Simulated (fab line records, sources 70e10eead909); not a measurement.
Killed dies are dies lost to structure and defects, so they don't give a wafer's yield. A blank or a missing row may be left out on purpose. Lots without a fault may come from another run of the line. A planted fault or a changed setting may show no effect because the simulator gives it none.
Chamber matching | flow nand_harc | NHARC_A_WL_FILL_ALD_19 on ald_metal-02: 4 sister chambers
The step deposits TiN, target thk 2 nm, pulse time 3 s, ald cycles 100. 4 wafers are shown with their chamber, then 10 later ones without.

WAFERS WITH THEIR CHAMBER
wafer  | chamber | heater_power_w (W)
L082.3 | 3       | 1211
L087.2 | 2       | 1121
L090.1 | 1       | 1062
L090.3 | 0       | 942

WAFERS WITHOUT THEIR CHAMBER
wafer  | heater_power_w (W)
L090.6 | 1142
L091.1 | 1138
L091.3 | 1044
L091.4 | 1139
L096.1 | 953
L096.5 | 1130
L096.6 | 1150
L097.1 | 1145
L097.4 | 917
L097.5 | 1049

WHICH CHAMBER EACH WENT THROUGH
wafer  | from the rows above     | in truth
L090.6 | 2                       | 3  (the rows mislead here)
L091.1 | 2                       | 2
L091.3 | 1                       | 1
L091.4 | 2                       | 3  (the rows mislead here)
L096.1 | 0                       | 0
L096.5 | 2                       | 2
L096.6 | can't be placed: 2 or 3 | 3
L097.1 | 2                       | 2
L097.4 | 0                       | 0
L097.5 | 1                       | 1
Placed correctly: 7 of 10. Can't be placed from these rows: 1 (the true chamber is among the candidates in 1). Placed wrongly: 2.
How it was worked out, from the rows above alone: a wafer's distance from a chamber is the root of the sum, over the readings, of the square of ((its reading less the chamber's mean) divided by the reading's scatter). The wafer belongs to the nearest chamber; if the next one is less than 2 further off, it can't be placed. A chamber's mean is the mean of its shown wafers. The scatter: with one shown wafer a chamber, the root of the mean of the squares of how far each hidden wafer lies from its nearest shown one.
